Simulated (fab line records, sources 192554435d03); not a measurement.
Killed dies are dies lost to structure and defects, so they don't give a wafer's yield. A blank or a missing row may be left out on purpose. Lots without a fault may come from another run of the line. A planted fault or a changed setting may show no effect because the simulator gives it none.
Split-lot experiment | flow n5_finfet | 7 lots, 21 wafers read, on a route of 1938 steps

THE SPLIT
At N5_BEOL_M12_COAT_66 (time 60 s, resist thk 110 nm), the setting spin_rpm was moved away from the recipe's 1500 rpm on 5 of the 21 wafers read, by -7.3% to +9.4%. The other wafers ran this setting at the recipe's value.

FROM THE SPLIT TO THE READING: what the file shows between them, 4 steps
- N5_BEOL_M12_COAT_22: resist thk 300 nm
- N5_BEOL_M12_EBR_24
- N5_BEOL_M12_DESCUM_33: chemistry O2, time 7.9 s
- N5_BEOL_M12_ETCH_67: etches SiARC in CF4, target depth 143 nm, time 238.3 s

THE READING
SiARC_of_BEOL_M12_COAT_66.thk_nm (the simulator's own value, which no gauge read), in nm, at N5_BEOL_M12_ETCH_68 (etches SOC in N2/H2, time 285 s). The file gives no usual value for it. The 16 wafers here that ran the recipe average 85.8 nm, standard deviation 0.75 nm.

wafer  | tool, chamber at the split | spin_rpm as run, rpm | against the recipe | SiARC_of_BEOL_M12_COAT_66.thk_nm, nm | against lot-mates on the recipe
L074.1 | litho_track-04, 0          | 1500                 | recipe             | 86.2                                 | -
L074.3 | litho_track-04, 0          | 1641                 | +9.4%              | 81                                   | -5.2
L074.5 | litho_track-04, 0          | 1641                 | +9.4%              | 81.2                                 | -5.0
L075.1 | litho_track-02, 0          | 1500                 | recipe             | 85.6                                 | -
L075.3 | litho_track-02, 0          | 1500                 | recipe             | 85.6                                 | -
L075.6 | litho_track-02, 0          | 1500                 | recipe             | 86.4                                 | -
L076.3 | litho_track-03, 0          | 1445                 | -3.7%              | 88.4                                 | +2.4
L076.5 | litho_track-03, 0          | 1500                 | recipe             | 85.8                                 | -
L076.6 | litho_track-03, 0          | 1500                 | recipe             | 86.2                                 | -
L079.1 | litho_track-04, 0          | 1500                 | recipe             | 85                                   | -
L079.5 | litho_track-04, 0          | 1500                 | recipe             | 85.2                                 | -
L079.6 | litho_track-04, 0          | 1500                 | recipe             | 85.8                                 | -
L091.1 | litho_track-03, 0          | 1390                 | -7.3%              | 91.2                                 | +3.9
L091.3 | litho_track-03, 0          | 1500                 | recipe             | 87.6                                 | -
L091.5 | litho_track-03, 0          | 1500                 | recipe             | 87                                   | -
L089.2 | litho_track-03, 0          | 1500                 | recipe             | 86.2                                 | -
L089.4 | litho_track-03, 0          | 1500                 | recipe             | 85.6                                 | -
L089.5 | litho_track-03, 0          | 1500                 | recipe             | 85.2                                 | -
L096.2 | litho_track-02, 0          | 1500                 | recipe             | 84.6                                 | -
L096.3 | litho_track-02, 0          | 1580                 | +5.3%              | 82                                   | -2.8
L096.5 | litho_track-02, 0          | 1500                 | recipe             | 85                                   | -

THE FIT
A straight line over all 21 wafers: SiARC_of_BEOL_M12_COAT_66.thk_nm changes by -0.585 nm for each +1% of spin_rpm; r = -0.94; the points scatter about the line by 0.79 nm.
The same after taking each lot's own level away (the mean of its wafers on the recipe; 21 wafers): -0.545 nm for each +1%; r = -0.99; scatter 0.31 nm.
On that fit, the largest move of spin_rpm shifts the reading by 5.1 nm.
The lots' own levels span 84.80 to 87.30 nm, that is 3.3 times the standard deviation above.
So the lot-to-lot level changes the slope little: the two slopes agree.
Check: with one of the wafers moved furthest among these (+9.4%) left out of the fit, the line predicts -5.05 nm for it against its lot-mates. It came out at -5.2 nm against them.

OTHER SPLITS ON THESE WAFERS
These wafers also went through other splits before the reading. Each is held against what the fit with the lots' levels taken away leaves over:
other split on the same wafers | wafers away from the commonest value | r with SiARC_of_BEOL_M12_COAT_66.thk_nm (lot level and that fit taken away)
N5_BEOL_M9_ETCH_62 time_s      | 8                                    | -0.08
N5_BEOL_M9_COAT_22 spin_rpm    | 9                                    | -0.10

THE WHOLE CHAIN: every reading that the file lists as answering this split, in the file's order
step                | what it does                                           | reading                                                                           | change (the file's fit)               | r (the file's)
N5_BEOL_M12_COAT_66 | time 60 s, resist thk 110 nm                           | SiARC_of_BEOL_M12_COAT_66.thk_nm (the simulator's own value, which no gauge read) | -0.529 nm for each +1% of the setting | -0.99
N5_BEOL_M12_ETCH_67 | etches SiARC in CF4, target depth 143 nm, time 238.3 s | etch.depth_nm (the simulator's own value, which no gauge read)                    | -0.533 nm for each +1% of the setting | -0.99
N5_BEOL_M12_ETCH_67 | etches SiARC in CF4, target depth 143 nm, time 238.3 s | coat_of_BEOL_M12_COAT_22.thk_nm (the simulator's own value, which no gauge read)  | +0.329 nm for each +1% of the setting | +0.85
N5_BEOL_M12_ETCH_68 | etches SOC in N2/H2, time 285 s                        | SiARC_of_BEOL_M12_COAT_66.thk_nm (the simulator's own value, which no gauge read) | -0.545 nm for each +1% of the setting | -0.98

THE FILE'S OWN FIT
SiARC_of_BEOL_M12_COAT_66.thk_nm changes by -0.545 nm for each +1% of spin_rpm, r = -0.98.
